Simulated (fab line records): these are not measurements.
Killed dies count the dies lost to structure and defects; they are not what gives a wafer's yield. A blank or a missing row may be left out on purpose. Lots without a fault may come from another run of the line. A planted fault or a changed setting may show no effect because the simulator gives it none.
The tool behind it: which one? / flow n5Finfet / Sampling: 9 lots, 26 wafers, 5 of 1938 route steps

WHAT THE GAUGES READ, wafer by wafer
N5_BEOL_M7_THK_MEAS_01.
lot=L134; measured=day 8 16:22; on=filmMetro-02; M7_ILD_THK (nm)=153.5 157.1 155.2
lot=L135; measured=day 9 00:24; on=filmMetro-01; M7_ILD_THK (nm)=152.3 155.3 154.5
lot=L138; measured=day 10 14:44; on=filmMetro-01; M7_ILD_THK (nm)=153.1 152.4 156.6
lot=L146; measured=day 12 10:34; on=filmMetro-02; M7_ILD_THK (nm)=241.7 156.7
lot=L147; measured=day 12 19:49; on=filmMetro-01; M7_ILD_THK (nm)=152.9 157.0 154.9
lot=L148; measured=day 12 15:13; on=filmMetro-02; M7_ILD_THK (nm)=151.5 153.7 154.4
lot=L153; measured=day 13 20:46; on=filmMetro-01; M7_ILD_THK (nm)=153.7 156.1 153.4
lot=L155; measured=day 14 17:38; on=filmMetro-02; M7_ILD_THK (nm)=155.5 153.9 155.5
lot=L156; measured=day 14 23:32; on=filmMetro-01; M7_ILD_THK (nm)=153.4 151.0 156.1

WHAT TOOL EACH LOT RAN ON (gives the tool, then ch and the chambers of the sampled wafers, and finally the start)
lot=L134; N5_BEOL_M6_TRENCH_ETCH_37=rieDiel-02 ch 0,1, day 8 14:09 or earlier; N5_BEOL_M6_PRE_CLEAN_45=pvdSputter-03, day 8 14:09; N5_BEOL_M6_SPUTTER_48=pvdSputter-03, day 8 14:44; N5_BEOL_M7_ILD_DEP_00=pecvd-01 ch 0,1,2, day 8 15:46
lot=L135; N5_BEOL_M6_TRENCH_ETCH_37=rieDiel-03 ch 1,2,3, day 8 21:17 or earlier; N5_BEOL_M6_PRE_CLEAN_45=pvdSputter-03, day 8 21:17; N5_BEOL_M6_SPUTTER_48=pvdSputter-02, day 8 22:10; N5_BEOL_M7_ILD_DEP_00=pecvd-01 ch 0,1, day 8 23:49
lot=L138; N5_BEOL_M6_TRENCH_ETCH_37=rieDiel-04 ch 0,1,2, day 10 10:54 or earlier; N5_BEOL_M6_PRE_CLEAN_45=pvdSputter-01, day 10 10:54; N5_BEOL_M6_SPUTTER_48=pvdSputter-02, day 10 11:30; N5_BEOL_M7_ILD_DEP_00=pecvd-02 ch 0,1,2, day 10 14:10
lot=L146; N5_BEOL_M6_TRENCH_ETCH_37=rieDiel-04 ch 1,3, day 12 07:31 or earlier; N5_BEOL_M6_PRE_CLEAN_45=pvdSputter-01, day 12 07:31; N5_BEOL_M6_SPUTTER_48=pvdSputter-01, day 12 08:26; N5_BEOL_M7_ILD_DEP_00=pecvd-01 ch 0,2, day 12 09:59
lot=L147; N5_BEOL_M6_TRENCH_ETCH_37=rieDiel-04 ch 0,1, day 12 17:01 or earlier; N5_BEOL_M6_PRE_CLEAN_45=pvdSputter-02, day 12 17:01; N5_BEOL_M6_SPUTTER_48=pvdSputter-01, day 12 17:44; N5_BEOL_M7_ILD_DEP_00=pecvd-02 ch 0,2, day 12 18:44
lot=L148; N5_BEOL_M6_TRENCH_ETCH_37=rieDiel-03 ch 1,2,3, day 12 12:50 or earlier; N5_BEOL_M6_PRE_CLEAN_45=pvdSputter-02, day 12 12:50; N5_BEOL_M6_SPUTTER_48=pvdSputter-03, day 12 13:33; N5_BEOL_M7_ILD_DEP_00=pecvd-04 ch 0,1,2, day 12 14:38
lot=L153; N5_BEOL_M6_TRENCH_ETCH_37=rieDiel-04 ch 1,2, day 13 18:22 or earlier; N5_BEOL_M6_PRE_CLEAN_45=pvdSputter-03, day 13 18:22; N5_BEOL_M6_SPUTTER_48=pvdSputter-03, day 13 19:06; N5_BEOL_M7_ILD_DEP_00=pecvd-04 ch 0,2, day 13 20:10
lot=L155; N5_BEOL_M6_TRENCH_ETCH_37=rieDiel-04 ch 1,2,3, day 14 15:10 or earlier; N5_BEOL_M6_PRE_CLEAN_45=pvdSputter-03, day 14 15:10; N5_BEOL_M6_SPUTTER_48=pvdSputter-02, day 14 15:52; N5_BEOL_M7_ILD_DEP_00=pecvd-02 ch 0,2, day 14 17:03
lot=L156; N5_BEOL_M6_TRENCH_ETCH_37=rieDiel-02 ch 1,2,3, day 14 21:16 or earlier; N5_BEOL_M6_PRE_CLEAN_45=pvdSputter-01, day 14 21:16; N5_BEOL_M6_SPUTTER_48=pvdSputter-03, day 14 21:47; N5_BEOL_M7_ILD_DEP_00=pecvd-02 ch 0,1,2, day 14 22:57
- N5_BEOL_M6_TRENCH_ETCH_37: etches SiCOH lowk in C4F6/O2, target depth 94.435 nm, time 31.5 s.
- N5_BEOL_M6_PRE_CLEAN_45: time 30 s.
- N5_BEOL_M6_SPUTTER_48: material Cu, target thk 10 nm, time 1.667 s.
- N5_BEOL_M7_ILD_DEP_00: deposits SiCOH lowk from DEMS/porogen, target thk 179.75 nm, time 33.4 s.

THE ANSWER, worked out from the rows above alone
Rule: what is usual is taken from the lots themselves. Put in order of their means at a reading, lots are off if they are a third of the lots or fewer, leave a main group of 4 or more, and stand apart from it by a gap of 3 or more times the standard deviation of the main group's means; of several such gaps the widest counts. If all means in a main group match to the digits the tables above print for the reading, that group is not used. A lot without any number at a reading at which 4 lots or more have one is off too. Where the step has rows for the other lots, those lots are counted as sound.
Off: L146, seen at N5_BEOL_M7_THK_MEAS_01 (M7_ILD_THK). Mean 154.3 nm and standard deviation 0.69 in the main group.
A tool fits if, at a process step before that reading, it ran every lot that is off, and no sound lot after the first of them. The gauges at N5_BEOL_M7_THK_MEAS_01 are tried like those tools. N5_BEOL_M6_TRENCH_ETCH_37 gives no start for some lots, so the hours and the order of its lots are those of N5_BEOL_M6_PRE_CLEAN_45. One fits: pecvd-01 at N5_BEOL_M7_ILD_DEP_00. Its last sound lot is L135 (day 8 23:49), its first lot that is off L146 (day 12 09:59): a fault that began between those two fits.

WHAT HAD BEEN PUT IN BY THE SIMULATOR
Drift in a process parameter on pecvd-01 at N5_BEOL_M7_ILD_DEP_00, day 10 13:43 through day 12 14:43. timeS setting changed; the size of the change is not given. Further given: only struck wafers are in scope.
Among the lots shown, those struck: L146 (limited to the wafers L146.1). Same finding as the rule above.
